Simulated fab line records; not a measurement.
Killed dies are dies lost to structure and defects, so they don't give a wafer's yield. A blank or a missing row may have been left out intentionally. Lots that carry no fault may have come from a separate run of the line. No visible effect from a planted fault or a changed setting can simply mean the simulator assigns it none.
Commonality check across tools ; flow nand-harc ; Lots sampled 11, wafers sampled 33

== REASON IT WAS OPENED ==
On 3 of the 11 lots, a flag is raised at NHARC_A_CHANNEL_HOLE_D2_CD_MEAS_31 on the reading cd-nm. Fault-free wafers read 89.9 nm, with a standard deviation of 1.3.
Rule: a lot is flagged when every wafer of it that has a number lies more than 4 standard deviations from that mean, or none has a number. The other lots count as sound.

lot;measured;on;cd-nm (nm), wafer by wafer;flag
L282;day 13 02:34;cd-sem-02;89.5 88.6 88.3;
L285;day 14 21:14;cd-sem-02;1.0 3.4 0.6;FLAGGED
L286;day 15 05:37;cd-sem-01;0.0 -1.0 0.0;FLAGGED
L287;day 15 13:33;cd-sem-03;0.0 -1.1 0.1;FLAGGED
L291;day 16 23:11;cd-sem-03;89.8 91.0 91.0;
L290;day 16 23:29;cd-sem-03;88.2 89.6 89.8;
L292;day 17 17:05;cd-sem-01;86.7 88.6 89.4;
L293;day 17 22:55;cd-sem-03;90.4 91.4 89.9;
L299;day 20 08:23;cd-sem-01;92.3 90.7 91.8;
L298;day 20 11:05;cd-sem-01;90.3 88.2 91.3;
L305;day 23 06:41;cd-sem-02;90.3 88.2 90.8;
Average over the flagged lots: 0.3 nm; offset from the usual -89.6 nm, equal to -69 standard deviations.

== EACH LOT AND THE TOOL IT RAN ON ==
2 process steps preceding the reading are held in the record, out of 1302 steps in the route. In each cell: the tool, then ch and the chambers that the sampled wafers went through, then the start.
lot;flag;NHARC_A_CHANNEL_HOLE_D2_ETCH_38;NHARC_A_CHANNEL_HOLE_D2_ETCH_25
L282;;rie-diel-05 ch 0,2,3, day 12 19:56;har-etch-02 ch 0,1, day 12 23:56
L285;FLAGGED;rie-diel-05 ch 0,1,2, day 14 09:01;har-etch-02 ch 0,1, day 14 18:38
L286;FLAGGED;rie-diel-10 ch 0,3, day 14 21:48;har-etch-02 ch 0,1, day 15 03:25
L287;FLAGGED;rie-diel-07 ch 1,2,3, day 15 06:55;har-etch-01 ch 0,1, day 15 11:05
L291;;rie-diel-10 ch 0,1,2, day 16 16:34;har-etch-02 ch 0,1, day 16 20:50
L290;;rie-diel-05 ch 2,3, day 16 16:43;har-etch-01 ch 0,1, day 16 21:08
L292;;rie-diel-10 ch 0,3, day 17 04:15;har-etch-01 ch 0,1, day 17 14:35
L293;;rie-diel-10 ch 0,1,2, day 17 16:21;har-etch-01 ch 0,1, day 17 20:18
L299;;rie-diel-10 ch 0,1,3, day 20 01:44;har-etch-01 ch 0,1, day 20 05:44
L298;;rie-diel-05 ch 0,1, day 20 03:01;har-etch-02 ch 0,1, day 20 08:38
L305;;rie-diel-07 ch 0,1, day 23 00:03;har-etch-01 ch 1, day 23 04:03
What is done by these steps:
- NHARC_A_CHANNEL_HOLE_D2_ETCH_38: etches the open film in CF4, target depth 39 nm, time 65 s.
- NHARC_A_CHANNEL_HOLE_D2_ETCH_25: etches the open film in C4F8/O2/Ar, time 1040.2 s, target depth 1500 nm.
- NHARC_A_CHANNEL_HOLE_D2_CD_MEAS_31

== FLAGGED AGAINST TOTAL, ONE TOOL AT A TIME (gauges that did the reading follow at the end) ==
step;tool;lots run;flagged;share of the flagged lots;sound lots run after its first flagged lot
NHARC_A_CHANNEL_HOLE_D2_ETCH_38;rie-diel-05;4;1;some;2 (L290,L298)
NHARC_A_CHANNEL_HOLE_D2_ETCH_38;rie-diel-07;2;1;some;1 (L305)
NHARC_A_CHANNEL_HOLE_D2_ETCH_38;rie-diel-10;5;1;some;4 (L291,L292,L293,L299)
NHARC_A_CHANNEL_HOLE_D2_ETCH_25;har-etch-01;6;1;some;5 (L290,L292,L293,L299,L305)
NHARC_A_CHANNEL_HOLE_D2_ETCH_25;har-etch-02;5;2;some;2 (L291,L298)
NHARC_A_CHANNEL_HOLE_D2_CD_MEAS_31;cd-sem-01;4;1;some;3 (L292,L299,L298)
NHARC_A_CHANNEL_HOLE_D2_CD_MEAS_31;cd-sem-02;3;1;some;1 (L305)
NHARC_A_CHANNEL_HOLE_D2_CD_MEAS_31;cd-sem-03;4;1;some;3 (L291,L290,L293)

== WHAT THE TABLE PERMITS ==
No row of the table ran every flagged lot.

== WHAT THE SIMULATOR PUT IN ==
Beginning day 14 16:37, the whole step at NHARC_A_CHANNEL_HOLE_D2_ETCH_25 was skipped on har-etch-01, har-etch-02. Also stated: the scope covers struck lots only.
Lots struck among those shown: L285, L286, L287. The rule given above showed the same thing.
